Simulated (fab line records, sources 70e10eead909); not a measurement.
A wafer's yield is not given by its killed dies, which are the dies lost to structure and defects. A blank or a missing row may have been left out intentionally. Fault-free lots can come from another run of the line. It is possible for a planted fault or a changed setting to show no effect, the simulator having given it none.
Chamber matching ; flow nand_harc ; NHARC_A_WL_FILL_ALD_10 on ald_hk-02: 4 sister chambers
The step deposits SiO2, target thk 50 nm, pulse time 10 s, ald cycles 500. 14 wafers are shown with their chamber, then 7 later ones without.

## WAFERS, EACH WITH ITS CHAMBER
wafer;chamber;heater_power_w (W);precursor_pulse_height_rel
L251.2;1;493;1.007
L251.5;0;525;1.004
L251.6;1;477;1.003
L255.3;3;489;1.013
L255.1;2;487;1.009
L255.2;1;489;1.009
L256.4;1;488;0.991
L256.2;0;525;0.974
L256.5;1;493;0.998
L260.2;3;486;1.000
L260.5;3;482;0.981
L260.6;0;527;0.998
L261.2;0;539;0.962
L261.4;3;496;1.004

SIGNATURES (averages over the wafers above)
reading;chamber 0;chamber 1;chamber 2;chamber 3;scatter within a chamber
heater_power_w;529.00;488.00;487.00;488.25;6.42
precursor_pulse_height_rel;0.98450;1.00160;1.00900;0.99950;0.0139
Rule: a wafer lies at a distance from a chamber equal to the root of the sum of squares, over the readings, of (its reading less the chamber's mean, divided by the reading's scatter). If the next closest chamber is less than 2 further off than the closest, the wafer can't be placed; otherwise it belongs to the closest. The scatter is the square root of a quotient: the sum, over the shown wafers, of each reading's squared deviation from its chamber's mean, divided by wafers minus chambers.

## WAFERS WITHOUT THEIR CHAMBER
wafer;heater_power_w (W);precursor_pulse_height_rel
L261.6;489;0.999
L263.3;479;1.000
L263.2;538;1.012
L263.5;458;1.003
L264.2;490;1.028
L264.3;447;1.023
L264.5;472;1.030

## WHICH CHAMBER EACH WENT THROUGH
wafer;from the rows above;in truth
L261.6;can't be placed: 3 or 1 or 2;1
L263.3;can't be placed: 2 or 1 or 3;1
L263.2;0;0
L263.5;can't be placed: 2 or 1 or 3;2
L264.2;can't be placed: 2 or 1 or 3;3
L264.3;can't be placed: 2 or 1 or 3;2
L264.5;can't be placed: 2 or 1 or 3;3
1 of 7 placed correctly. From these rows, 6 cannot be placed; in 6 the true chamber is one of the candidates. 0 placed wrongly.
